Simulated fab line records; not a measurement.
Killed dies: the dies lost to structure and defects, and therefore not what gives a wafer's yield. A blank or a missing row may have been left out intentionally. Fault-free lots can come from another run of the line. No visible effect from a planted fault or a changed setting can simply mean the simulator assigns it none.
fab line records | flow n5_finfet
record: lots: 6 | wafers: 18 | last_day: 18
route steps=1938 shown BEOL_M12@1638 PASSIVATION@1936
lots that met no fault: taken from a fault-free run of the same line
start_h: hours from the record's opening day to when the first of the lot's shown wafers began | wait_h: hours from the lot's prior step to this one | " as in the row above | L1.1+2: several wafers, shown together as one row | - no value, or no start was given | * or withheld: withheld | < > ~ a bound
route shown NAME@n: names a module that has steps shown in the file, with the first one's number in the route | usual: average and standard deviation across the fault-free wafers | same: alike in all rows | chamber/n: place in a boat | sites: readings site by site | _std_site: standard deviation of those values | _edge_site: mean of outer sites minus mean of inner sites | radius_mm: for every site, how far away it sits from the centre of the wafer | mask NAME#n: copy n | behind: the most recent tool/chamber to have shaped the wafer | hold: cause of the lot's hold/its duration in hours/its outcome | device: transistor that didn't switch, given as n, p or np | end of line: at the end of the route, the tests of the same wafers | step lacking rows: just its recipe | killed: count of dies lost to structure and defects at first sort (not the wafer's yield) | map: dies across one wafer; x = killed, . = not, _ = none there
set.NAME: the setting that was run; set.NAME@STEP: the one run at that earlier step | model.NAME: the simulator's own value behind a step, which no gauge read
certain route steps with their lots: each step a table, each wafer a row
services: when a tool's chamber went out of use (start_h, in hours from the record's first day, below 0 if earlier), for how many hours, and the reason
== steps ==
step: N5_BEOL_M12_STRIP_69
recipe: chemistry: N2/H2 | temp_c: 40 | n2_flow_sccm: 200 | h2_flow_sccm: 200 | rf_frequency_hz: 6e+07
step: N5_BEOL_M12_TRENCH_ETCH_34
recipe: chemistry: C4F8/O2/Ar | target: SiOC | target_depth_a: 3189.5 | mask_material: SOC | pressure_mtorr: 30 | source_w: 3000 | bias_w: 700 | Ar_flow_sccm: 400 | C4F8_flow_sccm: 15 | O2_flow_sccm: 8 | he_inner_torr: 15 | he_outer_torr: 30 | time_s: 125.5 | ion_energy_ev: 250
usual: C4F8_flow_sccm: 15.01/0.047 | drypump_motor_current_A: 5.7/0.43 | he_inner_torr: 14.997/0.029 | oes_product_au: 0.78/0.065 | rf_vpp_V: 665.3/2 | showerhead_plenum_p_Torr: 3.42/0.07 | throttle_valve_pct: 24.33/0.15
same: time_s: 125.5
lot.wafer | tool        | chamber | start_h | wait_h | C4F8_flow_sccm | drypump_motor_current_A | he_inner_torr | oes_product_au | rf_hours_counter_h | rf_vpp_V | showerhead_plenum_p_Torr | throttle_valve_pct
L883.1    | rie_diel-05 | 1       | 229.75  | 0.0    | 15.14          | 5.7                     | 14.966        | 0.72           | 196                | 665.2    | 3.41                     | 24.40
L883.4    | "           | 3       | "       | "      | 15.04          | 6.3                     | 15.015        | 0.78           | 140                | 665.6    | 3.42                     | 24.21
L883.5    | "           | 2       | "       | "      | 15.04          | 5.3                     | 14.956        | 0.83           | -                  | 665.9    | 3.46                     | 24.22
L886.1    | rie_diel-05 | 3       | 254.71  | 0.0    | 15.07          | 6.4                     | 15.025        | 0.77           | 147                | 665.2    | 3.42                     | 24.20
L886.3    | "           | 2       | "       | "      | 15.05          | 5.3                     | 15.023        | 0.82           | 86                 | 667.0    | 3.46                     | 24.22
L886.6    | "           | 1       | "       | "      | 15.03          | 5.7                     | 14.999        | 0.72           | -                  | 664.7    | 3.41                     | 24.40
L897.3    | rie_diel-05 | 2       | 321.89  | 0.0    | 15.00          | 5.3                     | 15.018        | 0.80           | 107                | 665.3    | 3.44                     | 24.26
L897.5    | "           | 0       | "       | "      | 15.04          | 5.9                     | 14.973        | 0.75           | -                  | 665.1    | 3.41                     | 24.44
L897.6    | "           | 1       | "       | "      | 15.03          | 5.7                     | 15.029        | 0.70           | -                  | 664.2    | 3.40                     | 24.42
L901.1    | rie_diel-01 | 0       | 343.83  | 0.0    | 15.01          | 5.1                     | 14.991        | 0.71           | 185                | 664.9    | 3.40                     | 24.29
L901.2    | "           | 2       | "       | "      | 15.03          | 5.2                     | 15.011        | 0.72           | 221                | 660.2    | 3.27                     | 24.67
L901.4    | "           | 1       | "       | "      | 15.09          | 5.3                     | 15.000        | 0.89           | 37                 | 666.1    | 3.49                     | 24.28
L905.3    | rie_diel-02 | 3       | 370.48  | 0.0    | 15.02          | 5.4                     | 14.984        | 0.68           | 237                | 663.9    | 3.36                     | 24.42
L905.5    | "           | 2       | "       | "      | 15.04          | 6.3                     | 14.966        | 0.78           | -                  | 669.7    | 3.60                     | 24.26
L905.6    | "           | 3       | "       | "      | 15.05          | 5.4                     | 15.011        | 0.68           | -                  | 662.7    | 3.36                     | 24.43
L906.1    | rie_diel-01 | 0       | 387.53  | 0.0    | 14.95          | 5.1                     | 15.025        | 0.70           | 201                | 665.0    | 3.39                     | 24.32
L906.3    | "           | 1       | "       | "      | 15.08          | 5.3                     | 15.043        | 0.86           | 54                 | 667.5    | 3.48                     | 24.30
L906.5    | "           | 0       | "       | "      | 15.00          | 5.1                     | 14.997        | 0.70           | -                  | 664.9    | 3.39                     | 24.31
step: N5_BEOL_M12_STRIP_70
recipe: chemistry: C4F8/O2/Ar | resist: SiARC | rf_frequency_hz: 6e+07
step: N5_BEOL_M12_OCD_MEAS_35
usual: trench_depth_nm: 319/5.6
lot.wafer | tool   | chamber | start_h | wait_h | trench_depth_nm
L883.1    | ocd-01 | -       | 229.90  | 0.0    | 314
L883.4    | "      | -       | "       | "      | 322
L883.5    | "      | -       | "       | "      | 323
L886.1    | ocd-02 | -       | 254.86  | 0.0    | 323
L886.3    | "      | -       | "       | "      | 320
L886.6    | "      | -       | "       | "      | 314
L897.3    | ocd-02 | -       | 322.05  | 0.0    | 319
L897.5    | "      | -       | "       | "      | 312
L897.6    | "      | -       | "       | "      | 306
L901.1    | ocd-02 | -       | 343.99  | 0.0    | 312
L901.2    | "      | -       | "       | "      | 314
L901.4    | "      | -       | "       | "      | 329
L905.3    | ocd-01 | -       | 370.64  | 0.0    | 314
L905.5    | "      | -       | "       | "      | 316
L905.6    | "      | -       | "       | "      | 316
L906.1    | ocd-01 | -       | 387.68  | 0.0    | 317
L906.3    | "      | -       | "       | "      | 324
L906.5    | "      | -       | "       | "      | 315
step: N5_BEOL_M12_STRIP_37
recipe: chemistry: N2/H2 | power_w: 1000 | temp_c: 250 | h2_frac: 0.65 | overash_fraction: 0.3 | pressure_mtorr: withheld | n2_flow_sccm: 1750 | h2_flow_sccm: 3250
usual: drypump_motor_current_A: 5.5/0.3 | h2_flow_sccm: 3249/10 | heater_power_w: 322/22 | oes_product_au: 0.791/0.011
same: overash_fraction: 0.3
lot.wafer | tool            | chamber | start_h | wait_h | drypump_motor_current_A | h2_flow_sccm | heater_power_w | oes_product_au | rf_hours_counter_h
L883.1    | plasma_asher-01 | 0       | 229.94  | 0.0    | 5.8                     | 3248         | 313            | 0.783          | 71
L883.4    | "               | 1       | "       | "      | 5.2                     | 3246         | 312            | 0.781          | -
L883.5    | "               | 1       | "       | "      | 5.2                     | 3270         | 314            | 0.792          | -
L886.1    | plasma_asher-02 | 1       | 254.90  | 0.0    | 5.2                     | 3266         | 296            | 0.813          | 121
L886.3    | "               | 0       | "       | "      | 5.8                     | 3263         | 358            | 0.778          | -
L886.6    | "               | 1       | "       | "      | 5.2                     | 3259         | 302            | 0.784          | -
L897.3    | plasma_asher-01 | 0       | 322.10  | 0.1    | 5.8                     | 3252         | 317            | 0.782          | -
L897.5    | "               | 0       | "       | "      | 5.8                     | 3254         | 322            | 0.791          | -
L897.6    | "               | 1       | "       | "      | 5.2                     | 3257         | 315            | 0.809          | -
L901.1    | plasma_asher-01 | 1       | 344.03  | 0.0    | 5.2                     | 3250         | 305            | 0.785          | 93
L901.2    | "               | 0       | "       | "      | 5.8                     | 3230         | 320            | 0.785          | 93
L901.4    | "               | 1       | "       | "      | 5.2                     | 3252         | 309            | 0.800          | -
L905.3    | plasma_asher-02 | 1       | 370.69  | 0.1    | 5.2                     | 3250         | 301            | 0.794          | -
L905.5    | "               | 1       | "       | "      | 5.2                     | 3250         | 299            | 0.788          | -
L905.6    | "               | 0       | "       | "      | 5.8                     | 3264         | 347            | 0.783          | -
L906.1    | plasma_asher-01 | 1       | 387.72  | 0.0    | 5.2                     | 3237         | 315            | 0.794          | 100
L906.3    | "               | 0       | "       | "      | 5.8                     | 3268         | 313            | 0.796          | -
L906.5    | "               | 0       | "       | "      | 5.8                     | 3269         | 322            | 0.801          | -
step: N5_BEOL_M12_ETCH_38
recipe: chemistry: CF4/N2 | target: SiCN | target_depth_a: 687 | taper_deg: 2 | time_s: 73.4 | ion_energy_ev: 150 | mask_material: SiO2 | pressure_mtorr: 40 | source_w: 430 | bias_w: 70 | Ar_flow_sccm: 100 | cf4_flow_sccm: 60 | n2_flow_sccm: 60
step: N5_BEOL_M12_PRECLEAN_39
recipe: chemistry: residue_remover | time_s: 60 | temp_c: 40
step: N5_BEOL_M12_SRD_40
recipe: time_s: 30 | temp_c: 23 | rinse_liquid: diw | dry: n2_spin | spin_rpm: 1500 | dry_time_s: 30
step: N5_BEOL_M12_DEGAS_41
recipe: ambient: vacuum | temp_c: 250 | time_s: 60
usual: heater_power_w: 323/30 | susceptor_temp_C: 249.98/0.19
same: time_s: 60
lot.wafer | tool           | chamber | start_h | wait_h | heater_power_w | susceptor_temp_C
L883.1    | pvd_sputter-01 | -       | 230.37  | 0.1    | 286            | 249.83
L883.4    | "              | -       | "       | "      | 332            | 250.05
L883.5    | "              | -       | "       | "      | 348            | 250.05
L886.1    | pvd_sputter-02 | -       | 257.41  | 0.3    | 330            | 249.81
L886.3    | "              | -       | "       | "      | 283            | 250.05
L886.6    | "              | -       | "       | "      | 402            | 250.07
L897.3    | pvd_sputter-01 | -       | 324.34  | 0.3    | 294            | 249.91
L897.5    | "              | -       | "       | "      | 333            | 249.90
L897.6    | "              | -       | "       | "      | 347            | 249.82
L901.1    | pvd_sputter-01 | -       | 344.33  | 0.0    | 331            | 249.88
L901.2    | "              | -       | "       | "      | 284            | 250.05
L901.4    | "              | -       | "       | "      | 339            | 250.00
L905.3    | pvd_sputter-02 | -       | 372.57  | 0.6    | 407            | 250.12
L905.5    | "              | -       | "       | "      | 290            | 250.18
L905.6    | "              | -       | "       | "      | 327            | 250.07
L906.1    | pvd_sputter-03 | -       | 390.15  | 0.5    | 303            | 249.66
L906.3    | "              | -       | "       | "      | 303            | 249.63
L906.5    | "              | -       | "       | "      | 339            | 249.73
step: N5_BEOL_M12_PRE_CLEAN_42
recipe: gas: H2/He | time_s: 30 | temp_c: 250
step: N5_BEOL_M12_SPUTTER_43
recipe: material: TaN | target_thk_a: 150 | temp_c: 50 | bias_v: 168.6 | power_w: 15000 | chamber_pressure_pa: 0.12 | time_s: 24.19
usual: cathode_dc_power_W: 15000/2.4 | susceptor_temp_C: 50.00/0.12 | throttle_valve_pct: 30.2/1
same: time_s: 24.19
lot.wafer | tool           | chamber | start_h | wait_h | cathode_dc_power_W | susceptor_temp_C | throttle_valve_pct
L883.1    | pvd_sputter-01 | -       | 230.45  | 0.0    | 15001              | 49.88            | 31.2
L883.4    | "              | -       | "       | "      | 14999              | 50.00            | 28.4
L883.5    | "              | -       | "       | "      | 14998              | 49.89            | 30.6
L886.1    | pvd_sputter-02 | -       | 257.49  | 0.0    | 14996              | 50.04            | 29.3
L886.3    | "              | -       | "       | "      | 15001              | 49.87            | 31.1
L886.6    | "              | -       | "       | "      | 15001              | 50.13            | 30.7
L897.3    | pvd_sputter-01 | -       | 324.42  | 0.0    | 15006              | 50.01            | 31.4
L897.5    | "              | -       | "       | "      | 14998              | 49.95            | 28.3
L897.6    | "              | -       | "       | "      | 14998              | 49.77            | 31.4
L901.1    | pvd_sputter-01 | -       | 344.41  | 0.0    | 15001              | 49.82            | 28.4
L901.2    | "              | -       | "       | "      | 14999              | 49.95            | 31.2
L901.4    | "              | -       | "       | "      | 15001              | 50.10            | 31.4
L905.3    | pvd_sputter-02 | -       | 372.65  | 0.0    | 15005              | 49.95            | 30.8
L905.5    | "              | -       | "       | "      | 14998              | 50.02            | 30.9
L905.6    | "              | -       | "       | "      | 14994              | 50.09            | 29.3
L906.1    | pvd_sputter-03 | -       | 390.23  | 0.0    | 14998              | 50.05            | 30.4
L906.3    | "              | -       | "       | "      | 15000              | 49.87            | 28.6
L906.5    | "              | -       | "       | "      | 14999              | 49.99            | 30.0
step: N5_BEOL_M12_SPUTTER_44
recipe: material: Ta | target_thk_a: 100 | temp_c: 50 | bias_v: 80 | power_w: 15000 | chamber_pressure_pa: 0.07 | time_s: 16.13
usual: cathode_dc_power_W: 15000/2.6 | susceptor_temp_C: 50.00/0.11 | throttle_valve_pct: 30.2/0.98
same: time_s: 16.13
lot.wafer | tool           | chamber | start_h | wait_h | cathode_dc_power_W | susceptor_temp_C | throttle_valve_pct
L883.1    | pvd_sputter-01 | -       | 230.53  | 0.0    | 14998              | 49.92            | 31.3
L883.4    | "              | -       | "       | "      | 15002              | 50.09            | 28.6
L883.5    | "              | -       | "       | "      | 14998              | 50.18            | 30.3
L886.1    | pvd_sputter-02 | -       | 257.57  | 0.0    | 15003              | 50.21            | 29.4
L886.3    | "              | -       | "       | "      | 15001              | 50.10            | 31.1
L886.6    | "              | -       | "       | "      | 14999              | 50.11            | 30.5
L897.3    | pvd_sputter-01 | -       | 324.50  | 0.0    | 14996              | 49.88            | 31.2
L897.5    | "              | -       | "       | "      | 15003              | 50.15            | 28.5
L897.6    | "              | -       | "       | "      | 14998              | 49.98            | 31.5
L901.1    | pvd_sputter-01 | -       | 344.49  | 0.0    | 15000              | 50.14            | 28.2
L901.2    | "              | -       | "       | "      | 14999              | 49.81            | 31.3
L901.4    | "              | -       | "       | "      | 15000              | 50.07            | 30.9
L905.3    | pvd_sputter-02 | -       | 372.73  | 0.0    | 14998              | 49.93            | 30.7
L905.5    | "              | -       | "       | "      | 15003              | 49.88            | 30.7
L905.6    | "              | -       | "       | "      | 14999              | 49.90            | 29.5
L906.1    | pvd_sputter-03 | -       | 390.31  | 0.0    | 15000              | 49.97            | 30.2
L906.3    | "              | -       | "       | "      | 15000              | 49.86            | 28.0
L906.5    | "              | -       | "       | "      | 14999              | 49.84            | 29.9
step: N5_BEOL_M12_SPUTTER_45
recipe: material: Cu | target_thk_a: 800 | temp_c: -20 | bias_v: 60 | power_w: 26000 | chamber_pressure_pa: 0.13 | time_s: 13.33
usual: cathode_dc_power_W: 26000/4.6 | susceptor_temp_C: -20.00/0.11 | throttle_valve_pct: 30.2/0.98
same: time_s: 13.33
lot.wafer | tool           | chamber | start_h | wait_h | cathode_dc_power_W | susceptor_temp_C | throttle_valve_pct
L883.1    | pvd_sputter-01 | -       | 230.61  | 0.0    | 25996              | -20.02           | 31.2
L883.4    | "              | -       | "       | "      | 26005              | -20.08           | 28.4
L883.5    | "              | -       | "       | "      | 25996              | -20.03           | 30.4
L886.1    | pvd_sputter-02 | -       | 257.65  | 0.0    | 26000              | -20.07           | 29.6
L886.3    | "              | -       | "       | "      | 26002              | -20.10           | 30.9
L886.6    | "              | -       | "       | "      | 26003              | -19.82           | 30.4
L897.3    | pvd_sputter-01 | -       | 324.58  | 0.0    | 26000              | -19.93           | 31.2
L897.5    | "              | -       | "       | "      | 26007              | -19.90           | 28.5
L897.6    | "              | -       | "       | "      | 29066              | -19.92           | 31.7
L901.1    | pvd_sputter-01 | -       | 344.57  | 0.0    | 26007              | -20.08           | 28.2
L901.2    | "              | -       | "       | "      | 25999              | -20.15           | 31.0
L901.4    | "              | -       | "       | "      | 29079              | -20.04           | 31.2
L905.3    | pvd_sputter-02 | -       | 372.81  | 0.0    | 26002              | -19.96           | 30.4
L905.5    | "              | -       | "       | "      | 26000              | -20.08           | 31.1
L905.6    | "              | -       | "       | "      | 26000              | -20.09           | 29.4
L906.1    | pvd_sputter-03 | -       | 390.39  | 0.0    | 25989              | -19.89           | 30.3
L906.3    | "              | -       | "       | "      | 25997              | -19.92           | 28.8
L906.5    | "              | -       | "       | "      | 26004              | -20.04           | 29.9
step: N5_BEOL_M12_ECD_47
recipe: material: Cu | target_thk_a: 7200
step: N5_PASSIVATION_PROBE_49
usual: defect_limited_yield: 91.5/1.5 | killed_at_M0_to_M3: 30/11 | killed_at_M4_up: 13/4.9 | killed_at_contacts: 14/6.5 | killed_at_front_end: 40/11 | killed_at_other: 3.3/2.7 | killed_dies: 100/18 | killed_open: 67/14 | killed_short: 32/7.8 | sort_bin_5_function: 5.0/0.97 | sort_bin_6_memory: 3.2/0.75 | sort_n_pass: 1080/18 | sort_yield_pct: 91.5/1.5
same: gross_dies: 1180 | killed_at_back_side: 0 | sort_bin_4_leakage[%]: 0 | sort_bin_8_speed[%]: 0
lot.wafer | tool      | chamber | start_h | wait_h | defect_limited_yield[%] | killed_at_M0_to_M3 | killed_at_M4_up | killed_at_contacts | killed_at_front_end | killed_at_other | killed_dies | killed_open | killed_short | sort_bin_5_function[%] | sort_bin_6_memory[%] | sort_n_pass | sort_yield_pct[%]
L883.1    | prober-01 | -       | 262.67  | 0.0    | 91.8                    | 32                 | 6               | 21                 | 32                  | 6               | 97          | 64          | 33           | 4.2                    | 3.6                  | 1083        | 91.8
L883.4    | prober-01 | -       | 262.82  | 0.2    | 94.1                    | 26                 | 5               | 10                 | 28                  | 1               | 70          | 41          | 29           | 3.4                    | 2.3                  | 1110        | 94.1
L883.5    | prober-01 | -       | 262.87  | 0.2    | 93.4                    | 17                 | 10              | 20                 | 24                  | 7               | 78          | 44          | 30           | 3.5                    | 3.1                  | 1102        | 93.4
killed by level:class
L883.1 MOL_CONTACT_COAG:geometric_particle:open=16 BEOL_M2:geometric_particle:open=15 FIN_SAQP:geometric_particle:short=12 MOL_CONTACT_COAG:geometric_particle:short=5 BEOL_M1:geometric_particle:open=5 BEOL_M0_SAQP:geometric_particle:open=4 FIN_SAQP:geometric_particle:open=3 STI_FIN_REVEAL:geometric_particle:open=3
L883.4 FIN_SAQP:geometric_particle:short=9 MOL_CONTACT_COAG:geometric_particle:open=9 BEOL_M0_SAQP:geometric_particle:open=6 BEOL_M2:geometric_particle:open=5 BEOL_M3:geometric_particle:open=5 STARTING-WAFER:geometric_particle:short=5 ILD0:geometric_particle:open=4 FIN_SAQP:geometric_particle:open=3
L883.5 MOL_CONTACT_COAG:geometric_particle:open=15 FIN_SAQP:geometric_particle:short=7 BEOL_M0:geometric_particle:open=7 FIN_SAQP:geometric_particle:open=5 MOL_CONTACT_COAG:geometric_particle:short=5 MIM_TOP:geometric_particle:short=3 STARTING-WAFER:geometric_particle:short=3 BEOL_M13:coat_microbubble_printed=3
== services ==
tool            | chamber | start_h | hours | kind
plasma_asher-01 | -       | 206.84  | 2.8   | pm
rie_diel-02     | 1       | 215.45  | 4.4   | repair
rie_diel-01     | 1       | 220.56  | -     | clean
rie_diel-01     | 1       | 220.56  | -     | consumable_replace:focus_ring
rie_diel-01     | 1       | 220.56  | 19.1  | scheduled_down
rie_diel-01     | 1       | 220.56  | 19.1  | vent_cycle
rie_diel-01     | -       | 223.56  | 0.1   | repair
rie_diel-02     | 1       | 250.21  | -     | clean
rie_diel-02     | 1       | 250.21  | -     | consumable_replace:focus_ring
rie_diel-02     | 1       | 250.21  | 13.8  | scheduled_down
rie_diel-02     | 1       | 250.21  | 13.8  | vent_cycle
rie_diel-02     | -       | 274.83  | 1.4   | repair
pvd_sputter-03  | -       | 291.12  | 9.5   | repair
rie_diel-05     | -       | 348.85  | 15.6  | pm
rie_diel-01     | 2       | 353.33  | 4.1   | repair
plasma_asher-01 | -       | 358.77  | 2.7   | repair
plasma_asher-01 | -       | 373.39  | 2.0   | repair
pvd_sputter-01  | -       | 384.44  | 2.7   | repair
pvd_sputter-02  | -       | 384.47  | 0.7   | repair
== key ==
first_sign: step: N5_BEOL_M12_SPUTTER_45 | reading: cathode_dc_power_W | direction: up | sigmas: 99+ | usual: * | struck: *
effect none on later readings
met_at N5_BEOL_M12_SPUTTER_45
struck_wafers L897.6,L901.4
fault: kind: process_parameter_drift | tool: pvd_sputter-01 | chamber: - | onset_h: 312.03 | steps: N5_BEOL_M12_SPUTTER_45 | channel: power_w | offset: * | shape: step | end_h: 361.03 | acts_in: * | stated: * | scope: struck_wafers_only
